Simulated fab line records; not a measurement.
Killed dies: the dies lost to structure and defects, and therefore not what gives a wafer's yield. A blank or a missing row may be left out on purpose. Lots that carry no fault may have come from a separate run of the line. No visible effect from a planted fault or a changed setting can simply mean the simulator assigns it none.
Which of the tools did it?    flow n5_finfet    10 lots with 30 wafers sampled at 2 steps, on a route of 1938 steps

== WHAT THE GAUGES SHOWED, per wafer ==
N5_BEOL_M8_RS_MEAS_57: measurement is done with a four-point probe. Usual: for M8_RS the level is 0.286 ohm/sq and the standard deviation is 0.0069.
lot   measured      on             M8_RS (ohm/sq)     flag
L204  day 10 16:05  film_metro-02  0.292 0.301 0.294  
L205  day 10 21:54  film_metro-01  0.279 0.285 0.277  
L206  day 10 23:45  film_metro-01  0.296 0.299 0.295  
L208  day 11 07:25  film_metro-02  0.289 0.286 0.291  
L212  day 12 00:52  film_metro-01  0.288 0.279 0.285  
L213  day 12 05:58  film_metro-02  0.281 0.287 0.285  
L214  day 12 15:43  film_metro-01  0.299 0.289 0.284  
L217  day 13 11:10  film_metro-02  0.279 0.275 0.284  
L222  day 14 14:50  film_metro-01  0.282 0.279 0.276  
L226  day 15 22:58  film_metro-02  0.291 0.294 0.286  

== TOOL THAT RAN EACH LOT (tool first, then ch and the chambers of the sampled wafers, then the start) ==
lot   N5_BEOL_M8_CMP_52
L204  cmp-02 ch 0,1,3, day 10 15:39
L205  cmp-02 ch 0,1,2, day 10 21:31
L206  cmp-01 ch 0,1, day 10 23:22
L208  cmp-01 ch 0,2,3, day 11 07:01
L212  cmp-02 ch 0,2, day 12 00:26
L213  cmp-03 ch 1,3, day 12 05:35
L214  cmp-01 ch 0,1, day 12 15:17
L217  cmp-01 ch 0,1,3, day 13 10:49
L222  cmp-01 ch 1,2,3, day 14 14:24
L226  cmp-01 ch 0,2, day 15 22:35
- N5_BEOL_M8_CMP_52: polishes, stops on SiCOH lowk, t overpolish 6.9 s, target thk 80 nm.

== AS READ BY THE TOOLS THEMSELVES (means over the sampled wafers that have a number; for cases with no such wafer, the mark the record gives instead) ==
N5_BEOL_M8_CMP_52. Usual: barrier_field_endpoint_s 29.2 s, standard deviation 0.72; clearing_platen_down_force_psi 1.4999 psi, standard deviation 0.0028; edge_zone_pressure_frac 1.000, standard deviation 0.0052; motor_current_A 6.1 A, standard deviation 0.51; overpolish_run_s 6.899 s, standard deviation 0.0097; time_to_endpoint_s 62.7 s, standard deviation 2.6.
lot   tool    barrier_field_endpoint_s (s)  clearing_platen_down_force_psi (psi)  edge_zone_pressure_frac  motor_current_A (A)  overpolish_run_s (s)  time_to_endpoint_s (s)  flag
L204  cmp-02  29.1                          1.5004                                1.005                    6.1                  6.906                 60.8                    
L205  cmp-02  29.3                          1.4980                                1.003                    5.9                  6.900                 63.0                    
L206  cmp-01  28.4                          1.5004                                0.991                    5.8                  6.899                 62.3                    
L208  cmp-01  28.8                          1.4983                                0.998                    6.4                  6.896                 61.8                    
L212  cmp-02  28.2                          1.5005                                1.001                    6.2                  6.901                 63.2                    
L213  cmp-03  29.6                          1.4996                                0.998                    6.7                  6.898                 60.3                    
L214  cmp-01  28.9                          1.4988                                1.000                    5.5                  6.906                 62.1                    
L217  cmp-01  29.5                          1.4970                                0.997                    6.2                  6.895                 65.4                    
L222  cmp-01  28.9                          1.4993                                0.998                    5.9                  6.898                 62.1                    
L226  cmp-01  29.5                          1.4998                                0.998                    5.8                  6.895                 63.0                    

== THE ANSWER, worked out from the rows above alone ==
Rule: take the mean of a lot's wafers that have a number; if it is more than 3 standard deviations from the usual mean, the lot is off. A lot without any number at a reading at which 4 lots or more have one is off too. Where the step has rows for the other lots, those lots are counted as sound. First the gauges in route order, then the tools' own readings, where a lot's mean is used as printed above. The first step at which some lot is off is used, and at that step the reading that is off furthest; a lot without a number counts as furthest.
Nothing can be told from this: no lot is off at any reading shown.

== WHAT WAS PUT IN BY THE SIMULATOR ==
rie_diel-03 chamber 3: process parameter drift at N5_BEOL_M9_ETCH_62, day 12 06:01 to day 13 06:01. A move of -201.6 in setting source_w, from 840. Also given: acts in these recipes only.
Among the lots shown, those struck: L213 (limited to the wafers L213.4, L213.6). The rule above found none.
